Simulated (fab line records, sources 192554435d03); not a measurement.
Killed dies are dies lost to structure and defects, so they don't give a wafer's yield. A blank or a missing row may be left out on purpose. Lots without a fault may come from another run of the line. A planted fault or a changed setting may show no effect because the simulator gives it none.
A struck lot beside a sound one | flow n5_finfet | 34 steps out of a route of 1938
Sound: wafers L275.3, L275.4, L275.5. Struck: wafer L279.6. (L279.2, L279.5 of the same lot were not struck and are left out.) The cause comes at the end.
At each step with rows: each side's tool, then ch and its chambers, then its first start. Under that, the readings that differ: sound wafers | struck wafers | difference of the means | sigmas: that difference in standard deviations of wafers without a fault.
alike: readings whose means differ by less than 2 such deviations, and words and numbers that are the same on both sides. not compared: withheld readings, readings that some wafer has no value for, bounds like >300 that may hide the same value, and numbers for which the record gives no deviation and whose values overlap.
The two part at a step that has a row with sigmas, a row that says differs or no value, or rows on one side only. Numbers that don't overlap but have no deviation are shown without sigmas and don't part them. A reading that every wafer of one side lacks parts them only if that side has two wafers or more.

N5_WELL_APT_INSPECT_27: inspects for defects (macro).
  sound on defect_inspect-01, day 3 15:01; struck on defect_inspect-02, day 4 15:25
  alike: raw_defect_count
N5_WELL_APT_DESCUM_30: chemistry O2, time 7.9 s.
  sound on rie_diel-05 ch 1,3, day 3 15:03; struck on rie_diel-01 ch 1, day 4 15:35
  reading                | sound             | struck | difference | sigmas
  oes_product_au (a.u.)  | 0.75 0.79 0.76    | 0.98   | +0.21      | +2
  throttle_valve_pct (%) | 20.44 20.63 20.46 | 19.86  | -0.65      | -3
  alike: drypump_motor_current_A, rf_vpp_V, showerhead_plenum_p_Torr, temp_c
  not compared: rf_hours_counter_h
then, 9 steps without rows for these wafers: N5_WELL_APT_IMPLANT_31; N5_WELL_APT_IMPLANT_32; N5_WELL_APT_STRIP_33 (strips in SPM, time 900 s); N5_WELL_APT_RTA_34 (time 10 s); N5_WELL_APT_OXIDE_STRIP_42 (strips SiO2 in dHF, time 45 s, target depth 12 nm); N5_WELL_APT_PRECLEAN_36 (cleans in O3/DIW, time 45 s); N5_WELL_APT_PRECLEAN_39 (cleans in dHF, time 60 s); N5_WELL_APT_SRD_37 (time 30 s); N5_WELL_APT_EPI_41 (deposits Si from SiH4/H2, target thk 50 nm, time 297.7 s).
N5_WELL_APT_INSPECT_38: inspects for defects (darkfield).
  sound on defect_inspect-02, day 3 16:41; struck on defect_inspect-02, day 4 17:14
  alike: raw_defect_count
N5_PMOS_HMC_CHANNEL_EPI_HM_DEP_34: deposits SiO2 from TEOS/O2, target thk 36 nm, time 6.9 s.
  sound on pecvd-01 ch 0,2, day 3 16:43; struck on pecvd-01 ch 2, day 4 17:16
  reading                                                  | sound             | struck | difference | sigmas
  model.SiO2_of_PMOS_HMC_CHANNEL_EPI_HM_DEP_34.thk_nm (nm) | 35.86 36.22 35.67 | 39.36  | +3.44      |
  alike: heater_power_w, showerhead_plenum_p_Torr, throttle_valve_pct
then, 7 steps without rows for these wafers: N5_PMOS_HMC_CHANNEL_EPI_COAT_31 (time 60 s, resist thk 66 nm); N5_PMOS_HMC_CHANNEL_EPI_COAT_03 (resist thk 205 nm); N5_PMOS_HMC_CHANNEL_EPI_EBR_05; N5_PMOS_HMC_CHANNEL_EPI_SOFTBAKE_04 (time 60 s); N5_PMOS_HMC_CHANNEL_EPI_EXPOSE_06 (exposes mask PMOS HMC BLK, target cd 240 nm); N5_PMOS_HMC_CHANNEL_EPI_PEB_07 (peb time 60 s); N5_PMOS_HMC_CHANNEL_EPI_DEVELOP_08 (develop time 30 s).
N5_PMOS_HMC_CHANNEL_EPI_CD_MEAS_09: target cd 237.4 nm.
  sound on cd_sem-02 ch 0, day 3 17:08; struck on cd_sem-03 ch 0, day 4 17:33
  alike: cd_nm
N5_PMOS_HMC_CHANNEL_EPI_OVL_MEAS_10:
  sound on overlay-02 ch 0, day 3 17:10; struck on overlay-01 ch 0, day 4 17:35
  alike: PMOS_HMC_BLK_OVL
N5_PMOS_HMC_CHANNEL_EPI_INSPECT_11: inspects for defects (macro).
  sound on defect_inspect-01, day 3 17:11; struck on defect_inspect-01, day 4 17:37
  alike: raw_defect_count
N5_PMOS_HMC_CHANNEL_EPI_DESCUM_14: chemistry O2, time 7.9 s.
  sound on rie_diel-02 ch 1,3, day 3 17:13; struck on rie_diel-04 ch 1, day 4 17:47
  reading                         | sound             | struck | difference | sigmas
  oes_product_au (a.u.)           | 0.89 0.98 0.98    | 0.74   | -0.21      | -3
  rf_vpp_V (V)                    | 245.1 245.2 244.3 | 241.4  | -3.5       | -2
  showerhead_plenum_p_Torr (Torr) | 2.24 2.26 2.26    | 2.07   | -0.18      | -2
  alike: drypump_motor_current_A, temp_c, throttle_valve_pct
  not compared: rf_hours_counter_h
then, 1 step without rows for these wafers: N5_PMOS_HMC_CHANNEL_EPI_ETCH_32 (etches BARC in N2/H2, stops on SiO2, target depth 85.8 nm, time 50.3 s).
N5_PMOS_HMC_CHANNEL_EPI_HM_OPEN_15: chemistry CHF3/O2, target SiO2, target depth 40.6 nm, time 20.3 s.
  sound on rie_diel-02 ch 1,3, day 3 17:17; struck on rie_diel-04 ch 1, day 4 17:52
  reading               | sound          | struck | difference | sigmas
  oes_o_777_au (a.u.)   | 0.90 0.97 0.98 | 0.71   | -0.24      | -3
  oes_product_au (a.u.) | 0.89 0.96 0.96 | 0.72   | -0.22      | -3
  alike: drypump_motor_current_A, rf_vpp_V, showerhead_plenum_p_Torr, throttle_valve_pct
  not compared: rf_hours_counter_h
N5_PMOS_HMC_CHANNEL_EPI_STRIP_33: strips in N2/H2.
  sound on rie_diel-02 ch 1,3, day 3 17:20; struck on rie_diel-04 ch 1, day 4 17:56
  reading               | sound          | struck | difference | sigmas
  oes_product_au (a.u.) | 0.89 0.96 0.97 | 0.73   | -0.21      | -3
  alike: drypump_motor_current_A, rf_vpp_V, showerhead_plenum_p_Torr, temp_c, throttle_valve_pct
  not compared: rf_hours_counter_h
then, 2 steps without rows for these wafers: N5_PMOS_HMC_CHANNEL_EPI_STRIP_17 (strips in SPM, time 750 s); N5_PMOS_HMC_CHANNEL_EPI_ETCH_38 (etches SiO2 in CF4, target depth 1.5 nm).
N5_PMOS_HMC_CHANNEL_EPI_FIN_RECESS_16: chemistry HBr/Cl2, target Si, target depth 54 nm, time 18 s.
  sound on rie_si-01 ch 2,3, day 3 17:40; struck on rie_si-03 ch 1, day 4 18:15
  reading                | sound             | struck | difference | sigmas
  oes_product_au (a.u.)  | 0.996 1.018 1.008 | 0.969  | -0.038     | -2
  throttle_valve_pct (%) | 36.1 36.1 36.1    | 34.9   | -1.2       | -3
  alike: drypump_motor_current_A
  not compared: rf_hours_counter_h
then, 1 step without rows for these wafers: N5_PMOS_HMC_CHANNEL_EPI_PRECLEAN_36 (cleans in O3/DIW, time 45 s).
N5_PMOS_HMC_CHANNEL_EPI_PRECLEAN_18: cleans in DHF, time 30 s.
  sound on wet_bench-01 ch 0,4,5, day 3 17:47; struck on wet_bench-05 ch 2, day 4 18:22
  reading                                                  | sound             | struck | difference | sigmas
  model.SiO2_of_PMOS_HMC_CHANNEL_EPI_HM_DEP_34.thk_nm (nm) | 24.35 24.84 24.28 | 27.99  | +3.50      |
  alike: temp_c
then, 1 step without rows for these wafers: N5_PMOS_HMC_CHANNEL_EPI_SRD_19 (time 30 s).
N5_PASSIVATION_PROBE_49:
  the record has rows for the sound wafers here (prober-02, day 13 23:26) and none for the struck ones

WHERE THEY PART
First at N5_WELL_APT_DESCUM_30; last, within this record, at N5_PASSIVATION_PROBE_49.

WHY: what the simulator had put in
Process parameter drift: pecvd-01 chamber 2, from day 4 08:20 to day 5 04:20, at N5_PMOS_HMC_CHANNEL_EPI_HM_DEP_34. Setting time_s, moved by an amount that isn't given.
